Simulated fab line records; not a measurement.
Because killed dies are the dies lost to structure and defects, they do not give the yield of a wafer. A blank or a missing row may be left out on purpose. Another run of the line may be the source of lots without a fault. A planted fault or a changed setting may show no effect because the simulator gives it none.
Chamber matching -- flow nand-harc -- NHARC_A_SGD_CUT_ETCHBACK_24 on rie-diel-08 has 4 sister chambers
The step etches the open film in CH3F/O2, target depth 50 nm, time 92.857 s. 4 wafers are shown with their chamber, then 8 later ones without.

== WAFERS PAIRED WITH THEIR CHAMBERS ==
wafer,chamber,drypump-motor-current-A (A)
L083.2,1,5.4
L083.5,3,5.9
L095.2,2,5.9
L094.1,0,5.4

== WAFERS WHOSE CHAMBER IS MISSING ==
wafer,drypump-motor-current-A (A)
L094.3,5.9
L094.6,5.3
L097.1,5.5
L097.2,5.8
L097.6,5.5
L096.1,5.9
L096.4,5.3
L096.5,5.9

== EACH ONE'S CHAMBER ==
wafer,from the rows above,in truth
L094.3,can't be placed: 2 or 3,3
L094.6,can't be placed: 0 or 1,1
L097.1,can't be placed: 0 or 1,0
L097.2,can't be placed: 2 or 3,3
L097.6,can't be placed: 0 or 1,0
L096.1,can't be placed: 2 or 3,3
L096.4,can't be placed: 0 or 1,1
L096.5,can't be placed: 2 or 3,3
0 of 8 placed correctly. Not placeable from these rows: 8 (in 8, the candidates include the true chamber). Number placed wrongly: 0.
How it was worked out, from the rows above alone: a wafer's distance from a chamber is the root of the sum, over the readings, of the square of ((its reading less the chamber's mean) divided by the reading's scatter). If the next closest chamber is less than 2 further off than the closest, the wafer can't be placed; otherwise it belongs to the closest. Each chamber's mean is taken over the wafers shown for it. The scatter: with one shown wafer a chamber, the root of the mean of the squares of how far each hidden wafer lies from its nearest shown one.
